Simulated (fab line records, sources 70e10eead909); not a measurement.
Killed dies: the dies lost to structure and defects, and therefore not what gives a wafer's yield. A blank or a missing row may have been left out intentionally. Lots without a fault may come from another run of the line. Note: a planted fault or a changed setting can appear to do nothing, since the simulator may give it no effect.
Chamber matching | flow nand harc | 4 sister chambers for NHARC_A_BONDPAD_STRIP_15 on rie diel-13
The step strips in O2. 4 wafers are shown with their chamber, then 9 later ones without.

## WAFERS, EACH WITH ITS CHAMBER
wafer  | chamber | showerhead plenum p Torr (Torr)
L085.4 | 0       | 3.47
L089.2 | 1       | 3.42
L089.3 | 3       | 3.52
L089.6 | 2       | 3.62

## WAFERS MISSING THEIR CHAMBER
wafer  | showerhead plenum p Torr (Torr)
L093.1 | 3.42
L093.4 | 3.61
L093.5 | 3.61
L095.1 | 3.46
L095.3 | 3.51
L095.5 | 3.42
L096.3 | 3.51
L096.4 | 3.61
L096.5 | 3.51

## THE CHAMBER EACH PASSED THROUGH
wafer  | from the rows above | in truth
L093.1 | 1                   | 1
L093.4 | 2                   | 2
L093.5 | 2                   | 2
L095.1 | 0                   | 0
L095.3 | 3                   | 3
L095.5 | 1                   | 1
L096.3 | 3                   | 3
L096.4 | 2                   | 2
L096.5 | 3                   | 3
9 of 9 placed correctly. Not placeable from these rows: 0. Placed wrongly: 0.
How it was worked out, from the rows above alone: a wafer's distance from a chamber is the root of the sum, over the readings, of the square of ((its reading less the chamber's mean) divided by the reading's scatter). If the next closest chamber is less than 2 further off than the closest, the wafer can't be placed; otherwise it belongs to the closest. The mean given for a chamber averages the wafers shown for that chamber. The scatter: root of mean squared gap, hidden wafer to nearest shown wafer, with one shown wafer a chamber.
